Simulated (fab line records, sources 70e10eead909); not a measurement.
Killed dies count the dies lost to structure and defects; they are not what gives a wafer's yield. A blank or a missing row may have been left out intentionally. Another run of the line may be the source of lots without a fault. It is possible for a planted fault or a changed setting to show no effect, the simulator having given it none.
Matching of chambers + flow nandHarc + 4 sister chambers for NHARC_A_STAIRCASE_ETCH_271 on rieDiel-04
The step etches the open film in CF4/CHF3. 4 wafers are shown with their chamber, then 9 later ones without.

WAFERS PAIRED WITH THEIR CHAMBERS
| wafer  | chamber | showerheadPlenumPTorr (Torr) |
|--------|---------|------------------------------|
| L083.6 | 3       | 1.59                         |
| L084.1 | 2       | 1.59                         |
| L084.2 | 1       | 1.65                         |
| L084.5 | 0       | 1.66                         |

WAFERS WITHOUT THEIR CHAMBER
| wafer  | showerheadPlenumPTorr (Torr) |
|--------|------------------------------|
| L087.3 | 1.59                         |
| L087.4 | 1.65                         |
| L087.6 | 1.59                         |
| L090.3 | 1.66                         |
| L090.4 | 1.58                         |
| L090.5 | 1.59                         |
| L092.1 | 1.64                         |
| L092.2 | 1.59                         |
| L092.3 | 1.58                         |

WHICH CHAMBER EACH ONE RAN IN
| wafer  | from the rows above     | in truth |
|--------|-------------------------|----------|
| L087.3 | can't be placed: 2 or 3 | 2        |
| L087.4 | can't be placed: 1 or 0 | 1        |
| L087.6 | can't be placed: 2 or 3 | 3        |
| L090.3 | can't be placed: 0 or 1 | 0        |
| L090.4 | can't be placed: 2 or 3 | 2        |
| L090.5 | can't be placed: 2 or 3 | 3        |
| L092.1 | can't be placed: 1 or 0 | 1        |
| L092.2 | can't be placed: 2 or 3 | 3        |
| L092.3 | can't be placed: 2 or 3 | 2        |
Placed correctly: 0 of 9. Can't be placed from these rows: 9 (the true chamber is among the candidates in 9). 0 placed wrongly.
How it was worked out, from the rows above alone: a wafer's distance from a chamber is the root of the sum, over the readings, of the square of ((its reading less the chamber's mean) divided by the reading's scatter). If the next closest chamber is less than 2 further off than the closest, the wafer can't be placed; otherwise it belongs to the closest. A chamber's mean is the mean of its shown wafers. The scatter (one wafer shown for each chamber): square how far every hidden wafer sits from the nearest shown wafer, average those squares and take the square root.
